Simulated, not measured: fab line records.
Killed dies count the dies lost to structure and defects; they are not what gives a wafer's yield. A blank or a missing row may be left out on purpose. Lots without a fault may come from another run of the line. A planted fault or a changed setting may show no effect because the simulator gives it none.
Which tool is to blame?	flow nand harc	24 lots, 72 wafers sampled, at 5 steps of a route of 1302

== WHAT THE GAUGES READ, wafer by wafer ==
NHARC_A_M0_OVL_MEAS_10: pitch 160 nm. Usual: overlay x nm 0.0 nm, standard deviation 0.73; overlay y nm -0.2 nm, standard deviation 0.74.
lot	measured	on	overlay x nm (nm)	overlay y nm (nm)	flag
L074	day 22 08:07	overlay-02	0.5 0.0 0.8	-1.7 -1.1 -1.4	
L075	day 23 12:26	overlay-01	-0.2 -0.5 -0.2	-0.4 0.0 -0.1	
L077	day 23 13:18	overlay-01	-1.8 -1.7 -1.6	-0.8 -0.9 -0.2	
L076	day 23 19:37	overlay-01	-0.5 -0.6 -0.6	0.0 0.4 -0.1	
L078	day 24 08:47	overlay-01	-0.5 0.0 -0.1	0.0 0.3 0.2	
L079	day 25 03:17	overlay-01	-0.5 0.3 0.2	0.1 0.4 0.6	
L081	day 25 09:21	overlay-02	-1.0 -1.0 -0.5	-0.4 -0.6 -0.5	
L080	day 25 14:26	overlay-02	-0.3 -0.6 -0.8	0.2 0.4 0.4	
L083	day 25 20:52	overlay-02	1.1 0.9 1.6	0.7 0.5 0.8	
L082	day 26 00:37	overlay-02	-0.3 -0.4 -0.5	0.7 0.1 -0.1	
L084	day 26 15:41	overlay-01	-0.4 -0.2 -0.3	-1.0 -1.2 -1.3	
L085	day 26 19:24	overlay-02	1.2 1.2 1.6	0.9 1.1 1.4	
L086	day 27 23:34	overlay-01	0.5 0.1 -0.5	-0.6 -1.0 -0.7	
L087	day 28 05:34	overlay-01	0.4 0.6 -0.1	-0.9 -0.5 -0.7	
L089	day 29 00:09	overlay-01	-0.5 -0.3 -0.5	-0.6 -0.8 -1.1	
L088	day 29 01:22	overlay-02	-0.7 -0.2 -0.2	0.5 1.0 0.9	
L090	day 29 07:40	overlay-01	-0.7 -0.7 -0.5	0.7 1.0 1.5	
L091	day 29 11:58	overlay-01	0.3 0.4 0.1	-0.5 -0.7 0.1	
L092	day 31 00:14	overlay-01	0.0 0.2 -0.3	-0.7 -1.2 -1.1	
L093	day 31 08:52	overlay-02	0.6 0.5 0.3	-1.2 -1.1 -0.5	
L094	day 31 09:21	overlay-02	-0.2 0.1 0.7	-0.4 -0.8 0.2	
L095	day 31 17:17	overlay-01	1.2 1.0 1.4	-0.8 -0.6 0.4	
L096	day 32 13:29	overlay-02	0.1 0.3 0.4	-0.5 -0.5 -0.7	
L097	day 32 16:00	overlay-02	0.0 0.2 0.1	0.1 -0.1 0.6	

NHARC_A_M1_THK_MEAS_24: measures by xrf. Usual: thk nm reads 154.2 nm (standard deviation 1.5).
lot	measured	on	thk nm (nm)	flag
L074	day 22 14:44	film metro-02	154.2 156.5 155.8	
L075	day 23 18:52	film metro-01	154.5 151.7 152.6	
L077	day 23 19:53	film metro-02	153.7 153.0 152.7	
L076	day 24 02:15	film metro-02	153.7 155.1 155.5	
L078	day 24 15:28	film metro-01	155.8 153.6 154.5	
L079	day 25 09:56	film metro-01	155.2 152.9 154.3	
L081	day 25 15:55	film metro-02	151.5 154.5 154.2	
L080	day 25 21:03	film metro-02	153.6 156.6 153.9	
L083	day 26 03:27	film metro-01	153.7 154.9 155.2	
L082	day 26 07:03	film metro-02	152.5 154.7 152.8	
L084	day 26 22:23	film metro-01	154.0 154.1 155.4	
L085	day 27 01:51	film metro-01	154.8 154.1 155.7	
L086	day 28 06:08	film metro-02	156.4 155.3 154.4	
L087	day 28 12:23	film metro-01	153.9 153.0 153.5	
L089	day 29 06:56	film metro-01	153.2 151.5 153.1	
L088	day 29 07:57	film metro-02	153.2 154.5 154.9	
L090	day 29 14:10	film metro-02	156.1 156.1 156.4	
L091	day 29 18:33	film metro-01	154.5 155.1 153.7	
L092	day 31 06:44	film metro-01	154.9 152.3 153.6	
L093	day 31 15:54	film metro-02	156.7 156.7 154.7	
L094	day 31 16:26	film metro-01	157.0 153.6 157.0	
L095	day 31 23:57	film metro-02	154.0 153.8 152.1	
L096	day 32 20:18	film metro-01	154.4 150.5 153.6	
L097	day 32 22:58	film metro-02	153.5 153.3 155.4	

== WHAT TOOL EACH LOT RAN ON (gives the tool, then ch and the chambers of the sampled wafers, and finally the start) ==
lot	NHARC_A_M0_DEGAS_28	NHARC_A_M1_ETCH_35	NHARC_A_M1_STRIP_18
L074	pvd sputter-02, day 22 09:08	rie diel-12 ch 0,2,3, day 22 12:23	rie diel-10 ch 0,1,2, day 22 12:42
L075	pvd sputter-02, day 23 13:28	rie diel-10 ch 0,1,2, day 23 16:33	rie diel-12 ch 0,1, day 23 16:50
L077	pvd sputter-02, day 23 14:19	rie diel-10 ch 0,1,2, day 23 17:33	rie diel-12 ch 1,2,3, day 23 17:50
L076	pvd sputter-01, day 23 20:38	rie diel-10 ch 0,2, day 23 23:55	rie diel-05 ch 0,2, day 24 00:14
L078	pvd sputter-03, day 24 09:48	rie diel-12 ch 1,2, day 24 13:10	rie diel-05 ch 0,3, day 24 13:26
L079	pvd sputter-03, day 25 04:20	rie diel-12 ch 0,2, day 25 07:34	rie diel-12 ch 0,2,3, day 25 07:55
L081	pvd sputter-03, day 25 10:22	rie diel-10 ch 1,2,3, day 25 13:35	rie diel-10 ch 0,2,3, day 25 13:56
L080	pvd sputter-03, day 25 15:28	rie diel-12 ch 0,1,3, day 25 18:43	rie diel-05 ch 0,1,2, day 25 19:00
L083	pvd sputter-03, day 25 21:55	rie diel-05 ch 0,1,2, day 26 01:08	rie diel-05 ch 0,1,2, day 26 01:29
L082	pvd sputter-03, day 26 01:37	rie diel-12 ch 1,2,3, day 26 04:43	rie diel-05 ch 0,1,3, day 26 05:03
L084	pvd sputter-02, day 26 16:43	rie diel-12 ch 1,2, day 26 19:58	rie diel-05 ch 0,2, day 26 20:16
L085	pvd sputter-02, day 26 20:26	rie diel-05 ch 1,2, day 26 23:30	rie diel-05 ch 0,1,2, day 26 23:50
L086	pvd sputter-03, day 28 00:35	rie diel-12 ch 0,1,2, day 28 03:49	rie diel-05 ch 0,2,3, day 28 04:07
L087	pvd sputter-01, day 28 06:38	rie diel-12 ch 0,3, day 28 10:04	rie diel-12 ch 1,2,3, day 28 10:22
L089	pvd sputter-03, day 29 01:10	rie diel-10 ch 0,1,3, day 29 04:16	rie diel-12 ch 0,1,2, day 29 04:35
L088	pvd sputter-01, day 29 02:23	rie diel-12 ch 1,2,3, day 29 05:37	rie diel-05 ch 1,2,3, day 29 05:55
L090	pvd sputter-02, day 29 08:41	rie diel-12 ch 1,2, day 29 11:45	rie diel-12 ch 0,1, day 29 12:05
L091	pvd sputter-01, day 29 12:59	rie diel-12 ch 0,3, day 29 16:12	rie diel-05 ch 1,2,3, day 29 16:31
L092	pvd sputter-01, day 31 01:21	rie diel-10 ch 0,2, day 31 04:25	rie diel-12 ch 1,2,3, day 31 04:43
L093	pvd sputter-03, day 31 09:53	rie diel-10 ch 1,2, day 31 13:34	rie diel-12 ch 1,3, day 31 13:52
L094	pvd sputter-01, day 31 10:23	rie diel-10 ch 2,3, day 31 14:05	rie diel-12 ch 0,1, day 31 14:24
L095	pvd sputter-01, day 31 18:21	rie diel-05 ch 0,1, day 31 21:37	rie diel-05 ch 0,1,3, day 31 21:56
L096	pvd sputter-03, day 32 14:31	rie diel-10 ch 0,1,2, day 32 17:55	rie diel-12 ch 0,2, day 32 18:13
L097	pvd sputter-02, day 32 17:03	rie diel-10 ch 0,1,3, day 32 20:32	rie diel-12 ch 0,2,3, day 32 20:56
- NHARC_A_M0_DEGAS_28: time 60 s.
- NHARC_A_M1_ETCH_35: etches the open film in N2/H2, target depth 40 nm, overetch 12 nm, time 43.94 s.
- NHARC_A_M1_STRIP_18: strips in N2/H2.

== AS READ BY THE TOOLS THEMSELVES (means over the sampled wafers that have a number; for cases with no such wafer, the mark the record gives instead) ==
NHARC_A_M0_DEGAS_28. Usual: heater power w reads 320 W (standard deviation 21).
lot	tool	heater power w (W)	flag
L074	pvd sputter-02	327	
L075	pvd sputter-02	330	
L077	pvd sputter-02	325	
L076	pvd sputter-01	318	
L078	pvd sputter-03	329	
L079	pvd sputter-03	326	
L081	pvd sputter-03	321	
L080	pvd sputter-03	322	
L083	pvd sputter-03	318	
L082	pvd sputter-03	313	
L084	pvd sputter-02	330	
L085	pvd sputter-02	330	
L086	pvd sputter-03	318	
L087	pvd sputter-01	344	
L089	pvd sputter-03	317	
L088	pvd sputter-01	330	
L090	pvd sputter-02	318	
L091	pvd sputter-01	315	
L092	pvd sputter-01	332	
L093	pvd sputter-03	312	
L094	pvd sputter-01	329	
L095	pvd sputter-01	287	
L096	pvd sputter-03	317	
L097	pvd sputter-02	318	

NHARC_A_M1_ETCH_35. Usual: drypump motor current A 5.8 A, standard deviation 0.52; oes product au 1.002 a.u., standard deviation 0.0076; rf vpp V 430.9 V, standard deviation 2.7; showerhead plenum p Torr 2.05 Torr, standard deviation 0.087; throttle valve pct 14.170 %, standard deviation 0.008.
lot	tool	drypump motor current A (A)	oes product au (a.u.)	rf vpp V (V)	showerhead plenum p Torr (Torr)	throttle valve pct (%)	flag
L074	rie diel-12	5.8	1.012	430.0	2.01	14.165	
L075	rie diel-10	5.7	1.005	432.7	2.12	14.175	
L077	rie diel-10	5.6	1.008	432.6	2.12	14.165	
L076	rie diel-10	5.8	0.995	431.4	2.07	14.171	
L078	rie diel-12	5.7	1.006	429.8	2.01	14.172	
L079	rie diel-12	5.4	1.011	428.9	2.00	14.170	
L081	rie diel-10	5.6	1.004	431.3	2.03	14.165	
L080	rie diel-12	6.0	1.004	431.1	2.06	14.169	
L083	rie diel-05	5.7	0.992	428.4	1.97	14.177	
L082	rie diel-12	6.1	1.004	431.0	2.02	14.173	
L084	rie diel-12	5.8	1.004	431.3	2.05	14.174	
L085	rie diel-05	5.6	0.995	427.6	1.94	14.170	
L086	rie diel-12	5.6	1.004	431.6	2.05	14.175	
L087	rie diel-12	5.7	0.998	431.6	2.05	14.165	
L089	rie diel-10	5.8	1.007	431.9	2.09	14.169	
L088	rie diel-12	6.1	1.000	429.8	2.02	14.169	
L090	rie diel-12	5.8	1.004	430.8	2.05	14.169	
L091	rie diel-12	6.2	0.998	430.4	2.02	14.179	
L092	rie diel-10	6.0	1.000	433.0	2.13	14.171	
L093	rie diel-10	5.2	1.004	431.9	2.09	14.171	
L094	rie diel-10	5.9	1.006	428.0	1.96	14.168	
L095	rie diel-05	5.4	1.003	427.1	1.92	14.170	
L096	rie diel-10	5.6	1.000	432.2	2.11	14.169	
L097	rie diel-10	5.8	1.011	430.9	2.09	14.172	

NHARC_A_M1_STRIP_18. Usual: drypump motor current A 5.7 A, standard deviation 0.53; oes product au 0.998 a.u., standard deviation 0.0089; power w 1000 W, standard deviation 3.1; rf vpp V 90.6 V, standard deviation 0.98; showerhead plenum p Torr 2.03 Torr, standard deviation 0.083; throttle valve pct 14.171 %, standard deviation 0.0086.
lot	tool	drypump motor current A (A)	oes product au (a.u.)	power w (W)	rf vpp V (V)	showerhead plenum p Torr (Torr)	throttle valve pct (%)	flag
L074	rie diel-10	5.6	1.012	999	90.1	2.12	14.180	
L075	rie diel-12	5.7	1.007	996	91.4	2.09	14.176	
L077	rie diel-12	6.1	0.993	998	90.6	2.02	14.171	
L076	rie diel-05	5.8	0.999	1000	91.3	2.00	14.177	
L078	rie diel-05	5.2	0.993	1004	89.8	2.09	14.173	
L079	rie diel-12	5.8	1.007	1001	90.6	2.01	14.180	
L081	rie diel-10	6.0	1.000	1002	90.8	2.05	14.171	
L080	rie diel-05	5.7	0.994	999	90.2	1.97	14.174	
L083	rie diel-05	5.7	0.993	1002	90.7	1.97	14.177	
L082	rie diel-05	5.3	0.996	1000	90.1	2.00	14.178	
L084	rie diel-05	5.8	0.998	1000	89.6	2.00	14.184	
L085	rie diel-05	5.8	0.989	999	89.8	1.97	14.174	
L086	rie diel-05	5.6	1.005	1001	90.0	2.06	14.168	
L087	rie diel-12	6.0	0.997	1001	91.3	2.02	14.164	
L089	rie diel-12	5.6	1.002	999	90.9	2.05	14.169	
L088	rie diel-05	5.5	0.993	997	90.2	2.03	14.172	
L090	rie diel-12	5.7	1.001	1003	90.3	2.09	14.171	
L091	rie diel-05	5.5	0.991	1000	91.1	2.03	14.161	
L092	rie diel-12	6.1	1.010	1000	91.2	2.02	14.167	
L093	rie diel-12	6.5	0.994	1000	91.1	2.03	14.175	
L094	rie diel-12	5.5	0.997	1002	90.7	2.09	14.175	
L095	rie diel-05	5.3	0.994	1002	90.9	2.00	14.165	
L096	rie diel-12	5.3	1.000	999	90.4	2.04	14.172	
L097	rie diel-12	5.8	0.995	999	90.1	2.01	14.172	

== THE ANSWER, worked out from the rows above alone ==
Rule: a lot counts as off when the mean over its wafers that have a number is more than 3 standard deviations away from the usual mean. Also off: a lot with no number at a reading for which 4 or more lots have one. Any other lot the step has rows for is counted as sound. First the gauges in route order, then the tools' own readings, where a lot's mean is used as printed above. At the first step where some lot is off, the reading lying furthest off is the one used; lots without a number count as furthest.
No lot is off on any of the readings shown, so nothing can be concluded from this.

== WHAT THE SIMULATOR HAD INSERTED ==
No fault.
